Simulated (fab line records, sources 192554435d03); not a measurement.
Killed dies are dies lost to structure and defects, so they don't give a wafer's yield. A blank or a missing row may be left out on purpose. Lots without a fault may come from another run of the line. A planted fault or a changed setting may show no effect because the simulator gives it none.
A sampling plan put to the test | flow n5_finfet | one fab line, 18 faults that these records tell of, each judged on the records of the lots that it struck; 1 more is left out, because the records don't allow judging it
The plan is the line's own looks: the steps of the route at which a gauge or an inspection reads the wafer and doesn't change it. A look can be judged if struck wafers have a number there and the file gives its usual mean and standard deviation on fault-free wafers. Caught: at a look after the fault's first step, the mean of the struck wafers lies 4 or more of those standard deviations (sigma) from the usual mean. On the tool: the same test on the tool's own readings at the fault's steps. Another recipe on the struck wafers, or a record that is blank for them alone, also counts as caught.

THE FAULTS, as the simulator had put them in
1. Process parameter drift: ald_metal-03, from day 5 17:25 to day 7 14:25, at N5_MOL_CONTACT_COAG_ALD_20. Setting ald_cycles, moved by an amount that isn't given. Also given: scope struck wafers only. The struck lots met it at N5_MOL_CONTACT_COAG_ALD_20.
2. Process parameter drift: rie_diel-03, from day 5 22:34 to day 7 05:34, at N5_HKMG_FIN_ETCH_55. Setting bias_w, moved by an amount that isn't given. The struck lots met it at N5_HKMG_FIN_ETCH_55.
3. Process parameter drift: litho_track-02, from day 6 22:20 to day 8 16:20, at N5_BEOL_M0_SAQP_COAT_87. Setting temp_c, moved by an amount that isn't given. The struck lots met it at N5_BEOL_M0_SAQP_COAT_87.
4. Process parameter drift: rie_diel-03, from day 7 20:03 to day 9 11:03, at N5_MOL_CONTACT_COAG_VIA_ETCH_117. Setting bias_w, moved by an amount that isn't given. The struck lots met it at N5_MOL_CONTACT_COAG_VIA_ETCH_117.
5. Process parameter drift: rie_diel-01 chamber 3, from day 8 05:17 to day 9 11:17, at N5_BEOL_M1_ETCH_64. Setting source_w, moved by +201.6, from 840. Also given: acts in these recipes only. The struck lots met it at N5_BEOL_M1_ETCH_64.
6. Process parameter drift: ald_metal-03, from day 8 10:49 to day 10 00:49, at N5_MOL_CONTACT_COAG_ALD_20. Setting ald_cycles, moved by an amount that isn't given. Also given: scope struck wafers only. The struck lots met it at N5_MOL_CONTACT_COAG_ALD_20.
7. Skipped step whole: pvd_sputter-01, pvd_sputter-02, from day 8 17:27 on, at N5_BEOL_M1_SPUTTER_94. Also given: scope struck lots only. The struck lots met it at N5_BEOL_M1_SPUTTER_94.
8. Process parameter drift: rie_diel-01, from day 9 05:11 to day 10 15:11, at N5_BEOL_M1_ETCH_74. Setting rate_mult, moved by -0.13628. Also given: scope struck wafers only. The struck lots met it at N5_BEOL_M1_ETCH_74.
9. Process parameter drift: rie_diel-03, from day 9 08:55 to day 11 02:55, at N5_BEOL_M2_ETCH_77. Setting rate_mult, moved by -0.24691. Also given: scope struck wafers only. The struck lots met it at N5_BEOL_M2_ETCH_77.
10. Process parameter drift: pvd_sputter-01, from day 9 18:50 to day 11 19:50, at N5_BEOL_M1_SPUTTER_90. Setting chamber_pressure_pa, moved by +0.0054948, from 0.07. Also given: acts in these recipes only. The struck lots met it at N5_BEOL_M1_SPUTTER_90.
11. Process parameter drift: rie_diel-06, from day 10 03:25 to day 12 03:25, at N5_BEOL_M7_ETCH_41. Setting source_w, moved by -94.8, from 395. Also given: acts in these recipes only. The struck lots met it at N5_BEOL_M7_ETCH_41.
12. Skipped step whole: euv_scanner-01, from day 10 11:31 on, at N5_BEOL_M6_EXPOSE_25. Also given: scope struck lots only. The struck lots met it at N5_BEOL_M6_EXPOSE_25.
13. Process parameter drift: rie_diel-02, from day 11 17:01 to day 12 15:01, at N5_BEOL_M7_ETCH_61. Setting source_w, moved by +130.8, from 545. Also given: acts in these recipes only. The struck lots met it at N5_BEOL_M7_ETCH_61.
14. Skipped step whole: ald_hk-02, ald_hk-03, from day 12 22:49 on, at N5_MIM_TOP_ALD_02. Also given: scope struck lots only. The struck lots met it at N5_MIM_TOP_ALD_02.
15. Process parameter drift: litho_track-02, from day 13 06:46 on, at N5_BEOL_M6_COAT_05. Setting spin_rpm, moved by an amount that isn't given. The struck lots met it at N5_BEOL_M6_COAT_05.
16. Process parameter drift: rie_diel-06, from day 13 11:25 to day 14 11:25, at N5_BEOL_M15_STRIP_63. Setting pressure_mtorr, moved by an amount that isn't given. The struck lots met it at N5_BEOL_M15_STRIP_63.
17. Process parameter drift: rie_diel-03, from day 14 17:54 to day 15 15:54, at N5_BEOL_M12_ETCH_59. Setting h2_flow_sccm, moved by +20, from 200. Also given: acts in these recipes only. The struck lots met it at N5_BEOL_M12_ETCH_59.
18. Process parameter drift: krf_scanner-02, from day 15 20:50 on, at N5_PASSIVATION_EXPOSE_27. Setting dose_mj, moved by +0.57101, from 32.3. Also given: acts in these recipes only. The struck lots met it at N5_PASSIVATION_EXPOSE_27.

WHAT THE PLAN SAW
fault | on the tool itself                               | first look that catches it                      | reading, sigma | median hours from its first step to that look | hours from the fault's start to the first struck lot there | judged looks passed uncaught
1     | under 2 sigma                                    | not the one look that can be judged after it    | -              | -                                             | -                                                          | 1
2     | bias_w +28 sigma                                 | not the one look that can be judged after it    | -              | -                                             | -                                                          | 1
3     | plate_temp_C +80 sigma                           | not the one look that can be judged after it    | -              | -                                             | -                                                          | 1
4     | bias_w +56 sigma                                 | not the one look that can be judged after it    | -              | -                                             | -                                                          | 1
5     | rf_fwd_power_W +84 sigma                         | not the one look that can be judged after it    | -              | -                                             | -                                                          | 1
6     | under 2 sigma                                    | not the one look that can be judged after it    | -              | -                                             | -                                                          | 1
7     | the tool's record is blank for the struck wafers | not the one look that can be judged after it    | -              | -                                             | -                                                          | 1
8     | etch_rf_on_time_s +4.1 sigma                     | none of the 2 looks that can be judged after it | -              | -                                             | -                                                          | 2
9     | etch_rf_on_time_s +6.8 sigma                     | not the one look that can be judged after it    | -              | -                                             | -                                                          | 1
10    | chamber_pressure_pa +39 sigma                    | not the one look that can be judged after it    | -              | -                                             | -                                                          | 1
11    | rf_fwd_power_W -63 sigma                         | no look after it can be judged                  | -              | -                                             | -                                                          | 0
12    | no reading that can be judged                    | no look after it can be judged                  | -              | -                                             | -                                                          | 0
13    | rf_fwd_power_W +58 sigma                         | no look after it can be judged                  | -              | -                                             | -                                                          | 0
14    | the tool's record is blank for the struck wafers | no look after it can be judged                  | -              | -                                             | -                                                          | 0
15    | spin_speed_rpm -74 sigma                         | not the one look that can be judged after it    | -              | -                                             | -                                                          | 1
16    | chamber_pressure_mTorr +99 or beyond sigma       | no look after it can be judged                  | -              | -                                             | -                                                          | 0
17    | h2_flow_sccm +32 sigma                           | no look after it can be judged                  | -              | -                                             | -                                                          | 0
18    | exposure_dose_mJ_cm2 +18 sigma                   | no look after it can be judged                  | -              | -                                             | -                                                          | 0
A dash: the fault isn't caught, or these records don't give the number.

Caught at a look: 0 of 18. Caught on the tool: 15 of 18. By one or the other: 15 of 18.
Caught on the tool alone: faults 2, 3, 4, 5, 7, 8, 9, 10, 11, 13, 14, 15, 16, 17, 18.
Caught by neither: faults 1, 6, 12.
